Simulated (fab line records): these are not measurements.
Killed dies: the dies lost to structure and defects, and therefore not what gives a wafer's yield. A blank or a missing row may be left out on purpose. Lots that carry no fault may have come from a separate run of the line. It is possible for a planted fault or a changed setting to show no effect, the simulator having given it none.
A lot that was struck, set against a sound lot || flow nand harc || 13 steps out of a route of 1159
Sound: these wafers, L182.1, L182.2, L182.3. Struck: wafer L194.3 (left out: L194.5, a lot-mate that was not struck); the cause follows at the end.
At each step with rows: each side's tool, then ch and its chambers, then its first start. Under that, the readings that differ: sound wafers || struck wafers || difference of the means || sigmas: that difference in standard deviations of wafers without a fault.
alike: a reading whose means differ by less than 2 such deviations, as well as words and numbers matching on both sides. not compared: withheld readings; readings where some wafer has no value; bounds like >300 that might hide an equal value; numbers whose values overlap and for which the record gives no deviation.
A row with sigmas, a row that says differs or no value, or rows on one side alone: a step with any of these is where the two part. When numbers do not overlap yet have no deviation, they are printed without sigmas and do not part them. Lack of a reading on every wafer of one side parts them only where that side has two or more wafers.

first, 2 steps without rows for these wafers: NHARC_A_SOURCE_PLATE_CVD_03 (deposits poly-Si, target thk 200 nm, time 4000 s); NHARC_A_SOURCE_PLATE_ANNEAL_05 (time 1800 s).
NHARC_A_SOURCE_PLATE_THK_MEAS_06: measures by ellipsometry.
  sound on film metro-01 at day 8 08:39; struck on film metro-02 at day 11 04:44
  alike: thk nm
NHARC_A_SOURCE_PLATE_INSPECT_08:
  sound on defect inspect-02 at day 8 08:43; struck on defect inspect-02 at day 11 04:47
  alike: raw defect count
then, 1 step without rows for these wafers: NHARC_A_ONON_D1_DEP_00 (target thk 1000 nm).
NHARC_A_ONON_D1_THK_MEAS_02: measures by ellipsometry.
  sound on film metro-02 at day 8 09:38; struck on film metro-01 at day 11 05:22
  alike: thk nm
then, 1 step without rows for these wafers: NHARC_A_ONON_D1_DEP_03 (target thk 1000 nm).
NHARC_A_ONON_D1_THK_MEAS_05: measures by ellipsometry.
  sound on film metro-02 at day 8 10:11; struck on film metro-02 at day 11 05:56
{"reading": "thk nm (nm)", "sound": "1015 1013 1015", "struck": 1000, "difference": -14, "sigmas": -2}
then, 1 step without rows for these wafers: NHARC_A_ONON_D1_DEP_06 (target thk 1000 nm).
NHARC_A_ONON_D1_THK_MEAS_08: measures by ellipsometry.
  sound on film metro-02 at day 8 10:46; struck on film metro-02 at day 11 06:31
{"reading": "thk nm (nm)", "sound": "1014 1014 1013", "struck": 991, "difference": -23, "sigmas": -2}
NHARC_A_ONON_D1_DEP_09: target thk 1000 nm.
  sound on pecvd onon-04 ch 0, day 8 10:49; struck on pecvd onon-03 ch 0, day 11 07:01
  alike: n2 flow sccm
NHARC_A_ONON_D1_THK_MEAS_11: measures by ellipsometry.
  sound on film metro-02 at day 8 11:19; struck on film metro-02 at day 11 07:25
{"reading": "thk nm (nm)", "sound": "997 997 998", "struck": 897, "difference": -100, "sigmas": -11}
then, 1 step without rows for these wafers: NHARC_A_ONON_D1_DEP_12 (target thk 1000 nm).

WHERE THEY PART
At NHARC_A_ONON_D1_THK_MEAS_05 first; at NHARC_A_ONON_D1_THK_MEAS_11 last (within this record only).

WHY: what had been put in by the simulator
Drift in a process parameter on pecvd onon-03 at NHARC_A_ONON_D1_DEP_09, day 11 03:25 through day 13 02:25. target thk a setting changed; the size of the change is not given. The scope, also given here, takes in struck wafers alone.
